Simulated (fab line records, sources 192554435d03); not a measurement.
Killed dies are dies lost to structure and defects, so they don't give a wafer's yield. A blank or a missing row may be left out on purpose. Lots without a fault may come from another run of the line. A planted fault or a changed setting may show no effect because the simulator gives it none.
Chamber matching | flow n5_finfet | N5_BEOL_M10_STRIP_67 on rie_diel-04: 4 sister chambers
The step strips in CF4. 16 wafers are shown with their chamber, then 8 later ones without.

WAFERS WITH THEIR CHAMBER
wafer  | chamber | drypump_motor_current_A (A) | showerhead_plenum_p_Torr (Torr) | throttle_valve_pct (%)
L075.4 | 2       | 5.4                         | 1.74                            | 13.24
L075.5 | 3       | 6.0                         | 1.77                            | 13.33
L075.6 | 2       | 5.4                         | 1.74                            | 13.23
L077.1 | 3       | 6.0                         | 1.77                            | 13.34
L077.2 | 1       | 5.4                         | 1.80                            | 13.51
L077.3 | 0       | 5.9                         | 1.73                            | 13.59
L077.4 | 2       | 5.4                         | 1.74                            | 13.23
L077.5 | 3       | 6.0                         | 1.77                            | 13.33
L077.6 | 2       | 5.3                         | 1.74                            | 13.26
L079.1 | 3       | 6.0                         | 1.77                            | 13.32
L079.2 | 0       | 5.9                         | 1.73                            | 13.57
L079.6 | 0       | 5.9                         | 1.73                            | 13.59
L082.1 | 0       | 5.9                         | 1.73                            | 13.59
L082.3 | 1       | 5.4                         | 1.79                            | 13.58
L082.4 | 3       | 6.0                         | 1.77                            | 13.36
L087.3 | 3       | 6.0                         | 1.76                            | 13.39

SIGNATURES (means of the wafers above)
reading                  | chamber 0 | chamber 1 | chamber 2 | chamber 3 | scatter within a chamber
drypump_motor_current_A  | 5.900     | 5.400     | 5.375     | 6.000     | 0.025
showerhead_plenum_p_Torr | 1.7300    | 1.7950    | 1.7400    | 1.7683    | 0.00333
throttle_valve_pct       | 13.5850   | 13.5450   | 13.2400   | 13.3450   | 0.0236
Rule: a wafer's distance from a chamber is the root of the sum, over the readings, of the square of ((its reading less the chamber's mean) divided by the reading's scatter). The wafer belongs to the nearest chamber; if the next one is less than 2 further off, it can't be placed. The scatter: the root of (the sum of the squares of (reading less its chamber's mean) over the shown wafers, divided by (wafers less chambers)).

WAFERS WITHOUT THEIR CHAMBER
wafer  | drypump_motor_current_A (A) | showerhead_plenum_p_Torr (Torr) | throttle_valve_pct (%)
L087.5 | 5.4                         | 1.73                            | 13.29
L087.6 | 5.4                         | 1.79                            | 13.58
L091.2 | 5.9                         | 1.72                            | 13.64
L091.5 | 5.3                         | 1.73                            | 13.29
L091.6 | 5.4                         | 1.79                            | 13.60
L090.1 | 5.9                         | 1.72                            | 13.64
L090.3 | 5.4                         | 1.79                            | 13.62
L090.5 | 6.0                         | 1.76                            | 13.40

WHICH CHAMBER EACH WENT THROUGH
wafer  | from the rows above | in truth
L087.5 | 2                   | 2
L087.6 | 1                   | 1
L091.2 | 0                   | 0
L091.5 | 2                   | 2
L091.6 | 1                   | 1
L090.1 | 0                   | 0
L090.3 | 1                   | 1
L090.5 | 3                   | 3
Placed correctly: 8 of 8. Can't be placed from these rows: 0. Placed wrongly: 0.
